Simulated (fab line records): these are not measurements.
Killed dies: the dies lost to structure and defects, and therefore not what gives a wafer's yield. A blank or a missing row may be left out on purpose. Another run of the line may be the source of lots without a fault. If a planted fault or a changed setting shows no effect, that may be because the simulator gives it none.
fab line records | flow n5Finfet
[record] lots = 4 wafers = 12 lastDay = 16
route steps=1938 shown BEOL_M1@821 BEOL_M2@841 BEOL_M4@1111 PASSIVATION@1936
lots with no fault: from the same line, run without faults
startH: the number of hours between the record's first day and the start of the first shown wafer of the lot | waitH: hours from the lot's prior step to this one | " as in the row above | L1.1+2: a single row standing in for several wafers | - either no value or no given start | * or withheld: withheld | < > ~ a bound
route shown NAME@n: a module of which the file shows steps, and the number in the route of the first | usual: average and standard deviation across the fault-free wafers | same: alike in all rows | chamber/n: place in a boat | sites: per-site readings | _std_site: their standard deviation | _edge_site: outer sites' mean less inner sites' | radiusMm: how far each site lies from the wafer's centre | mask NAME#n: copy n | behind: the tool/chamber that last shaped the wafer | hold: why the lot went on hold/how many hours it stayed there/how the hold came to an end | device: the n, p or np transistor that did not switch | end of line: the tests these same wafers got at the end of their route | where a step has no rows: the recipe by itself | killed: not the wafer's yield, but the dies lost to structure and defects at the first sort | map: the dies of a wafer, with x for killed, . for not killed, _ for no die there
set.NAME: the run value of the setting; set.NAME@STEP: its run value at that earlier step | model.NAME: the simulator's own value behind a step, which no gauge read
lots seen at some steps along the route; tables by step, rows by wafer
services: from which hour (startH, from the record's first day; less than 0 if before it) a tool's chamber was out of use, for how many hours, and why
[[steps]]
[step N5_BEOL_M1_ANNEAL_87]
[recipe] tempC = 400 timeS = 240 ambient = vacuum
[step N5_BEOL_M1_SPUTTER_88]
[recipe] material = Cu targetThkA = 45 tempC = -20 chamberPressurePa = 0.07 powerW = withheld timeS = 8.29
[step N5_BEOL_M1_ANNEAL_89]
[recipe] tempC = 400 timeS = 240 ambient = vacuum
[step N5_BEOL_M1_SPUTTER_90]
[recipe] material = Cu targetThkA = 45 tempC = -20 chamberPressurePa = 0.07 powerW = withheld timeS = 8.29
[step N5_BEOL_M1_ANNEAL_91]
[recipe] tempC = 400 timeS = 240 ambient = vacuum
[step N5_BEOL_M1_SPUTTER_92]
[recipe] material = Cu targetThkA = 45 tempC = -20 chamberPressurePa = 0.07 powerW = withheld timeS = 8.29
[step N5_BEOL_M1_ANNEAL_93]
[recipe] tempC = 400 timeS = 240 ambient = vacuum
[step N5_BEOL_M1_SPUTTER_94]
[recipe] material = Cu targetThkA = 45 tempC = -20 chamberPressurePa = 0.07 powerW = withheld timeS = 8.29
[step N5_BEOL_M1_ANNEAL_95]
[recipe] tempC = 400 timeS = 240 ambient = vacuum
[step N5_BEOL_M1_SPUTTER_96]
[recipe] material = Cu targetThkA = 45 tempC = -20 chamberPressurePa = 0.07 powerW = withheld timeS = 8.29
[step N5_BEOL_M1_ECD_50]
[recipe] material = Cu targetThkA = 3000
[step N5_BEOL_M1_ANNEAL_51]
[recipe] tempC = 225 timeS = 90 ambient = N2
[step N5_BEOL_M1_CMP_52]
[recipe] stopOn = SiOC tOverpolishS = 6.8 downForcePsi = 1 platenRpm = 50 clearingPlatenDownForcePsi = 1.5 clearingPlatenRpm = 50 postCmpClean = cuAlkaline targetThkNm = 40 clearingPlatenPadVelocityMS = 0.99484 padVelocityMS = 0.99484
[usual] barrierFieldEndpointS = 24.8/0.68 clearingPlatenRpm = 49.998/0.026 motorCurrentA = 5.9/0.77 overpolishRunS = 6.800/0.0087 timeToEndpointS = 63/3.4
// columns lot.wafer tool chamber startH waitH barrierFieldEndpointS clearingPlatenRpm motorCurrentA overpolishRunS timeToEndpointS
L952.3 cmp-03 1 167.84 0.2 41.2 49.984 5.2 0.035 81
L952.2 " 2 " " 24.9 49.935 6.4 6.792 69
L952.4 " 3 " " 25.9 50.031 5.3 6.810 71
L954.3 cmp-03 1 184.28 0.2 41.2 49.993 5.3 0.046 82
L954.2 " 2 " " 25.2 49.971 6.4 6.805 64
L954.5 " 3 " " 26.4 50.014 5.5 6.811 68
L964.4 cmp-04 3 242.08 0.2 25.9 49.983 5.5 6.807 67
L964.2 " 0 " " 24.2 49.997 5.7 6.799 63
L964.5 " 2 " " 24.7 50.013 6.2 6.787 64
L966.3 cmp-03 2 247.48 0.2 24.4 49.974 6.2 6.798 65
L966.4 " 1 " " 24.5 50.027 5.2 6.797 63
L966.5 " 3 " " 25.7 49.994 5.4 6.788 64
[step N5_BEOL_M1_THK_MEAS_53]
[recipe] thkMeasGauge = xrf reads = Cu_of_BEOL_M1_ECD_50
[usual] M1_THK = 38.7/1.6
// columns lot.wafer tool chamber startH waitH M1_THK[nm]
L952.2 filmMetro-02 - 168.13 - 40.4
L952.3 " - " " 145.3
L952.4 " - " " 43.4
L954.2 filmMetro-01 - 184.50 - 39.0
L954.3 " - " " 161.3
L954.5 " - " " 39.4
L964.2 filmMetro-01 - 242.30 - 36.2
L964.4 " - " " 39.2
L964.5 " - " " 38.4
L966.3 filmMetro-01 - 247.78 - 37.3
L966.4 " - " " 39.4
L966.5 " - " " 38.7
[step N5_BEOL_M1_PRE_CLEAN_60]
[recipe] gas = NH3/H2 timeS = 15 tempC = * rfPowerW = 300
[step N5_BEOL_M1_CO_CAP_55]
[recipe] material = Co targetThkA = 20 tempC = 200 precursor = CCTBA/H2 pressureTorr = 30 timeS = 102.1
[step N5_BEOL_M1_PRE_CLEAN_56]
[recipe] gas = NH3 timeS = 15 tempC = withheld rfPowerW = 300
[step N5_BEOL_M1_DEP_57]
[recipe] material = SiCN targetThkA = 80 tempC = withheld precursor = 3MS/NH3 pressureTorr = 3 rfW = 202 timeS = 14
[step N5_BEOL_M1_INSPECT_59]
[recipe] inspectInstrument = darkfield mode = postDep
[usual] rawDefectCount = 72/22
// columns lot.wafer tool chamber startH waitH rawDefectCount
L952.2 defectInspect-01 - 168.42 0.0 50
L952.3 " - " " 1521
L952.4 " - " " 56
L954.2 defectInspect-01 - 184.79 0.0 100
L954.3 " - " " 1519
L954.5 " - " " 93
L964.2 defectInspect-01 - 242.61 0.0 72
L964.4 " - " " 108
L964.5 " - " " 95
L966.3 defectInspect-01 - 248.06 0.0 36
L966.4 " - " " 63
L966.5 " - " " 32
[step N5_BEOL_M2_ILD_DEP_00]
[recipe] material = SiOC targetThkA = 790 tempC = 350 precursor = DEMS/O2 pressureTorr = 5 rfW = 500 timeS = 15.3
[step N5_BEOL_M2_PECVD_72]
[recipe] material = SiO2 targetThkA = 160 tempC = 400 precursor = TEOS/O2 pressureTorr = 5.5 rfW = 450 teosFlowSccm = 53.8 gas = O2 flowSccm = 3000 timeS = 18
[step N5_BEOL_M2_HM_DEP_02]
[recipe] material = TiN targetThkA = 200 tempC = 25 chamberPressurePa = 0.49996
[step N5_BEOL_M2_COAT_61]
[recipe] resist = SOC tempC = 250 timeS = 60 spinRpm = 1500 resistThkNm = 60
[step N5_BEOL_M2_COAT_62]
[recipe] resist = SiARC tempC = 220 timeS = 60 spinRpm = 1500 resistThkNm = 12
[step N5_BEOL_M2_COAT_73]
[recipe] resist = underlayer tempC = 205 timeS = 60 spinRpm = 1500 resistThkNm = 5
[step N5_BEOL_M2_COAT_05]
[recipe] resist = CAR-EUV spinRpm = 1500 resistThkNm = 30
[step N5_BEOL_M2_EBR_07]
[recipe] solvent = PGMEA ebrWidthMm = 1.5
[step N5_BEOL_M2_SOFTBAKE_06]
[recipe] tempC = 110 timeS = 60 resist = CAR-EUV
[step N5_BEOL_M2_EXPOSE_08]
[recipe] maskId = M2 na = 0.33 sourceShape = dipole sigmaInner = 0.369 sigmaOuter = 0.767 polarization = unpolarized doseMj = 41.25
[step N5_BEOL_M2_PEB_09]
[recipe] pebTempC = 100 pebTimeS = 60 resist = CAR-EUV
[step N5_BEOL_M2_DEVELOP_10]
[recipe] developTimeS = 30 developer = TMAH resist = CAR-EUV rinseLiquid = surfactantRinse dry = airSpin devTempC = 23
[step N5_BEOL_M2_DESCUM_16]
[recipe] chemistry = O2 timeS = 7 sourcePowerW = 50 biasPowerW = 20 pressureMtorr = 20 rfFrequencyHz = 2.712e+07 tempC = 40 resist = CAR-EUV o2FlowSccm = 225
[step N5_BEOL_M2_ETCH_74]
[recipe] chemistry = N2/H2 target = underlayer targetDepthA = 65 maskMaterial = CAR-EUV timeS = 5.2 ionEnergyEv = 200 pressureMtorr = 30 sourceW = 840 biasW = 150 n2FlowSccm = 200 h2FlowSccm = 200 ends = cleared
[step N5_BEOL_M2_ETCH_63]
[recipe] chemistry = CF4 target = SiARC targetDepthA = 156 maskMaterial = CAR-EUV timeS = 26 ionEnergyEv = 80 pressureMtorr = 40 sourceW = 545 biasW = 36 Ar_flow_sccm = 100 cf4FlowSccm = 100 ends = cleared
[step N5_BEOL_M2_ETCH_64]
[recipe] chemistry = N2/H2 target = SOC targetDepthA = 750 overetchA = 225 maskMaterial = SiARC tempC = 40 timeS = 121.9 ionEnergyEv = 200 pressureMtorr = 30 sourceW = 840 biasW = 150 n2FlowSccm = 200 h2FlowSccm = 200
[step N5_BEOL_M2_STRIP_65]
[recipe] chemistry = N2/H2 tempC = 40 n2FlowSccm = 200 h2FlowSccm = 200 rfFrequencyHz = 6e+07
[step N5_BEOL_M2_STRIP_75]
[recipe] chemistry = N2/H2 tempC = 40 n2FlowSccm = 200 h2FlowSccm = 200 rfFrequencyHz = 6e+07
[step N5_BEOL_M4_RC_MEAS_101]
[usual] DIBL_N = 36.1/1.5 DIBL_P = 36.1/1.9 IOFF_N = 0.159/0.029 IOFF_P = 0.21/0.038 ION_N = 675/11 ION_P = 464/8.1 SS_N = 71.5/0.57 SS_P = 73.3/0.64 VT_N = 249/3.1 VT_P = -250/3.8
// columns lot.wafer tool chamber startH waitH DIBL_N[mV/V] DIBL_P[mV/V] IOFF_N[nA/um] IOFF_P[nA/um] ION_N[uA/um] ION_P[uA/um] SS_N[mV/dec] SS_P[mV/dec] VT_N[mV] VT_P[mV]
L952.2 prober-02 0 199.85 0.2 37.1 36.0 0.168 0.21 689 466 71.5 73.3 247 -250
L952.4 " 0 " " 35.9 34.7 0.140 0.19 678 465 72.1 72.8 249 -251
L954.2 prober-02 0 219.24 0.2 35.0 34.7 0.118 0.18 663 461 71.4 72.0 255 -255
L954.5 " 0 " " 34.5 34.3 0.118 0.18 666 462 71.0 72.7 254 -254
L964.2 prober-01 0 274.21 0.2 34.7 36.8 0.152 0.21 679 465 71.5 73.2 249 -249
L964.4 " 0 " " 37.4 40.7 0.218 0.29 696 479 72.7 74.3 245 -247
L964.5 " 0 " " 35.5 37.2 0.162 0.22 684 468 71.3 72.6 248 -247
L966.3 prober-01 0 281.61 0.3 36.0 36.2 0.162 0.25 686 475 71.7 72.9 249 -242
L966.4 " 0 " " 34.5 34.2 0.131 0.21 674 467 71.0 71.9 248 -245
L966.5 " 0 " " 35.5 35.1 0.150 0.23 684 477 72.2 73.2 251 -246
[step N5_PASSIVATION_PROBE_49]
[usual] defectLimitedYield = 91.5/1.6 killed_at_M0_to_M3 = 33/10 killed_at_M4_up = 13/5.6 killedAtContacts = 13/6 killedAtFrontEnd = 39/12 killedAtOther = 3.0/2.8 killedDies = 101/19 killedOnRim = 13/4 killedOpen = 65/13 killedShort = 32/8.3 sort_bin_5_function = 5.0/1 sort_bin_6_memory = 3.1/0.69 sortNPass = 1079/19 sortYieldPct = 91.5/1.6
[same] grossDies = 1180 killedAtBackSide = 0 sort_bin_4_leakage[%] = 0 sort_bin_8_speed[%] = 0
// columns lot.wafer tool chamber startH waitH defectLimitedYield[%] killed_at_M0_to_M3 killed_at_M4_up killedAtContacts killedAtFrontEnd killedAtOther killedDies killedOnRim killedOpen killedShort sort_bin_5_function[%] sort_bin_6_memory[%] sortNPass sortYieldPct[%]
L952.2 prober-01 - 311.50 0.1 91.4 24 9 9 55 4 101 18 46 49 4.6 3.5 1079 91.4
L952.3 prober-01 - 311.55 0.1 0 1113 7 12 45 3 1180 152 60 34 4.7 3.1 0 0
L952.4 prober-01 - 311.60 0.2 89.7 45 10 10 48 8 121 16 84 36 5.8 4.2 1059 89.7
L954.3 prober-02 - 315.81 0.1 0 1120 7 23 30 0 1180 152 68 29 4.3 3.6 0 0
// killed by level:class
L952.2 GATE_CUT:geometricParticle:short=14 FIN_SAQP:geometricParticle:open=10 STI_FIN_REVEAL:geometricParticle:open=9 FIN_SAQP:geometricParticle:short=8 MOL_CONTACT_COAG:geometricParticle:open=7 BEOL_M3:geometricParticle:open=5 BEOL_M0_SAQP:geometricParticle:short=4 BEOL_M3:geometricParticle:short=4
L952.3 BEOL_M1:areaCmp=1084 FIN_SAQP:geometricParticle:open=13 MOL_CONTACT_COAG:geometricParticle:open=9 GATE_CUT:geometricParticle:short=8 BEOL_M3:geometricParticle:open=8 FIN_SAQP:geometricParticle:short=5 DUMMY_GATE:geometricParticle:open=5 BEOL_M0_SAQP:geometricParticle:open=5
L952.4 BEOL_M3:geometricParticle:open=14 FIN_SAQP:geometricParticle:open=13 STI_FIN_REVEAL:geometricParticle:open=9 MOL_CONTACT_COAG:geometricParticle:open=9 BEOL_M0_SAQP:geometricParticle:open=9 BEOL_M2:geometricParticle:open=8 GATE_CUT:geometricParticle:short=7 BEOL_M0_SAQP:geometricParticle:short=7
L954.3 BEOL_M1:areaCmp=1083 MOL_CONTACT_COAG:geometricParticle:open=20 STI_FIN_REVEAL:geometricParticle:open=11 BEOL_M1:geometricParticle:open=9 BEOL_M0_SAQP:geometricParticle:short=8 BEOL_M0_SAQP:geometricParticle:open=6 BEOL_M3:geometricParticle:open=5 STARTING-WAFER:geometricParticle:open=5
// map L952.3 (x killed, . not)
_________________xxxxxxxxxxxx________________
______________xxxxxxxxxxxxxxxxxx_____________
___________xxxxxxxxxxxxxxxxxxxxxxxx__________
__________xxxxxxxxxxxxxxxxxxxxxxxxxx_________
________xxxxxxxxxxxxxxxxxxxxxxxxxxxxxx_______
_______xxxxxxxxxxxxxxxxxxxxxxxxxxxxxxxx______
______xxxxxxxxxxxxxxxxxxxxxxxxxxxxxxxxxx_____
_____xxxxxxxxxxxxxxxxxxxxxxxxxxxxxxxxxxxx____
____xxxxxxxxxxxxxxxxxxxxxxxxxxxxxxxxxxxxxx___
___xxxxxxxxxxxxxxxxxxxxxxxxxxxxxxxxxxxxxxxx__
___xxxxxxxxxxxxxxxxxxxxxxxxxxxxxxxxxxxxxxxx__
__xxxxxxxxxxxxxxxxxxxxxxxxxxxxxxxxxxxxxxxxxx_
__xxxxxxxxxxxxxxxxxxxxxxxxxxxxxxxxxxxxxxxxxx_
_xxxxxxxxxxxxxxxxxxxxxxxxxxxxxxxxxxxxxxxxxxxx
_xxxxxxxxxxxxxxxxxxxxxxxxxxxxxxxxxxxxxxxxxxxx
_xxxxxxxxxxxxxxxxxxxxxxxxxxxxxxxxxxxxxxxxxxxx
_xxxxxxxxxxxxxxxxxxxxxxxxxxxxxxxxxxxxxxxxxxxx
_xxxxxxxxxxxxxxxxxxxxxxxxxxxxxxxxxxxxxxxxxxxx
_xxxxxxxxxxxxxxxxxxxxxxxxxxxxxxxxxxxxxxxxxxxx
_xxxxxxxxxxxxxxxxxxxxxxxxxxxxxxxxxxxxxxxxxxxx
_xxxxxxxxxxxxxxxxxxxxxxxxxxxxxxxxxxxxxxxxxxxx
__xxxxxxxxxxxxxxxxxxxxxxxxxxxxxxxxxxxxxxxxxx_
__xxxxxxxxxxxxxxxxxxxxxxxxxxxxxxxxxxxxxxxxxx_
___xxxxxxxxxxxxxxxxxxxxxxxxxxxxxxxxxxxxxxxx__
___xxxxxxxxxxxxxxxxxxxxxxxxxxxxxxxxxxxxxxxx__
____xxxxxxxxxxxxxxxxxxxxxxxxxxxxxxxxxxxxxx___
_____xxxxxxxxxxxxxxxxxxxxxxxxxxxxxxxxxxxx____
______xxxxxxxxxxxxxxxxxxxxxxxxxxxxxxxxxx_____
_______xxxxxxxxxxxxxxxxxxxxxxxxxxxxxxxx______
________xxxxxxxxxxxxxxxxxxxxxxxxxxxxxx_______
__________xxxxxxxxxxxxxxxxxxxxxxxxxx_________
___________xxxxxxxxxxxxxxxxxxxxxxxx__________
______________xxxxxxxxxxxxxxxxxx_____________
_________________xxxxxxxxxxxx________________
// map L954.3 (x killed, . not)
_________________xxxxxxxxxxxx________________
______________xxxxxxxxxxxxxxxxxx_____________
___________xxxxxxxxxxxxxxxxxxxxxxxx__________
__________xxxxxxxxxxxxxxxxxxxxxxxxxx_________
________xxxxxxxxxxxxxxxxxxxxxxxxxxxxxx_______
_______xxxxxxxxxxxxxxxxxxxxxxxxxxxxxxxx______
______xxxxxxxxxxxxxxxxxxxxxxxxxxxxxxxxxx_____
_____xxxxxxxxxxxxxxxxxxxxxxxxxxxxxxxxxxxx____
____xxxxxxxxxxxxxxxxxxxxxxxxxxxxxxxxxxxxxx___
___xxxxxxxxxxxxxxxxxxxxxxxxxxxxxxxxxxxxxxxx__
___xxxxxxxxxxxxxxxxxxxxxxxxxxxxxxxxxxxxxxxx__
__xxxxxxxxxxxxxxxxxxxxxxxxxxxxxxxxxxxxxxxxxx_
__xxxxxxxxxxxxxxxxxxxxxxxxxxxxxxxxxxxxxxxxxx_
_xxxxxxxxxxxxxxxxxxxxxxxxxxxxxxxxxxxxxxxxxxxx
_xxxxxxxxxxxxxxxxxxxxxxxxxxxxxxxxxxxxxxxxxxxx
_xxxxxxxxxxxxxxxxxxxxxxxxxxxxxxxxxxxxxxxxxxxx
_xxxxxxxxxxxxxxxxxxxxxxxxxxxxxxxxxxxxxxxxxxxx
_xxxxxxxxxxxxxxxxxxxxxxxxxxxxxxxxxxxxxxxxxxxx
_xxxxxxxxxxxxxxxxxxxxxxxxxxxxxxxxxxxxxxxxxxxx
_xxxxxxxxxxxxxxxxxxxxxxxxxxxxxxxxxxxxxxxxxxxx
_xxxxxxxxxxxxxxxxxxxxxxxxxxxxxxxxxxxxxxxxxxxx
__xxxxxxxxxxxxxxxxxxxxxxxxxxxxxxxxxxxxxxxxxx_
__xxxxxxxxxxxxxxxxxxxxxxxxxxxxxxxxxxxxxxxxxx_
___xxxxxxxxxxxxxxxxxxxxxxxxxxxxxxxxxxxxxxxx__
___xxxxxxxxxxxxxxxxxxxxxxxxxxxxxxxxxxxxxxxx__
____xxxxxxxxxxxxxxxxxxxxxxxxxxxxxxxxxxxxxx___
_____xxxxxxxxxxxxxxxxxxxxxxxxxxxxxxxxxxxx____
______xxxxxxxxxxxxxxxxxxxxxxxxxxxxxxxxxx_____
_______xxxxxxxxxxxxxxxxxxxxxxxxxxxxxxxx______
________xxxxxxxxxxxxxxxxxxxxxxxxxxxxxx_______
__________xxxxxxxxxxxxxxxxxxxxxxxxxx_________
___________xxxxxxxxxxxxxxxxxxxxxxxx__________
______________xxxxxxxxxxxxxxxxxx_____________
_________________xxxxxxxxxxxx________________
[[services]]
// columns tool chamber startH hours kind
cmp-04 - 164.11 1.0 repair
cmp-03 - 178.06 4.0 pm
cmp-03 - 182.06 - consumableReplace:conditioner
cmp-03 - 182.06 - consumableReplace:pad
cmp-04 - 182.35 0.4 repair
cmp-04 - 189.92 0.3 repair
cmp-04 - 203.12 2.8 repair
cmp-04 - 245.69 4.0 pm
[[key]]
[firstSign] step = N5_BEOL_M1_CMP_52 reading = overpolishRunS direction = down sigmas = 99+ usual = 6.800 struck = 0.041
[effect] step = N5_BEOL_M1_CMP_52 reading = barrierFieldEndpointS direction = up sigmas = 24 usual = 24.8 struck = 41.2
[effect] step = N5_BEOL_M1_THK_MEAS_53 reading = M1_THK direction = up sigmas = 71 usual = 38.7 struck = 153.3
[effect] step = N5_BEOL_M1_INSPECT_59 reading = rawDefectCount direction = up sigmas = 66 usual = 72 struck = 1520
[effect] step = N5_PASSIVATION_PROBE_49 reading = killed_at_M0_to_M3 direction = up sigmas = 99+ usual = 33 struck = 1116
[moreKillsBornAt] N5_BEOL_M1_CMP_52@cmp-03 = 2167
metAt N5_BEOL_M1_CMP_52
struckWafers L952.3,L954.3
laterRowsLeftOut L952.3,L954.3
[fault] kind = processParameterDrift tool = cmp-03 chamber = 1 onsetH = 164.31 steps = N5_BEOL_M1_CMP_52 channel = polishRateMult offset = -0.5 shape = step endH = 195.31
// laterRowsLeftOut: the simulator's readings of these wafers behind a module that went badly wrong aren't trusted and aren't shown, but for the sort
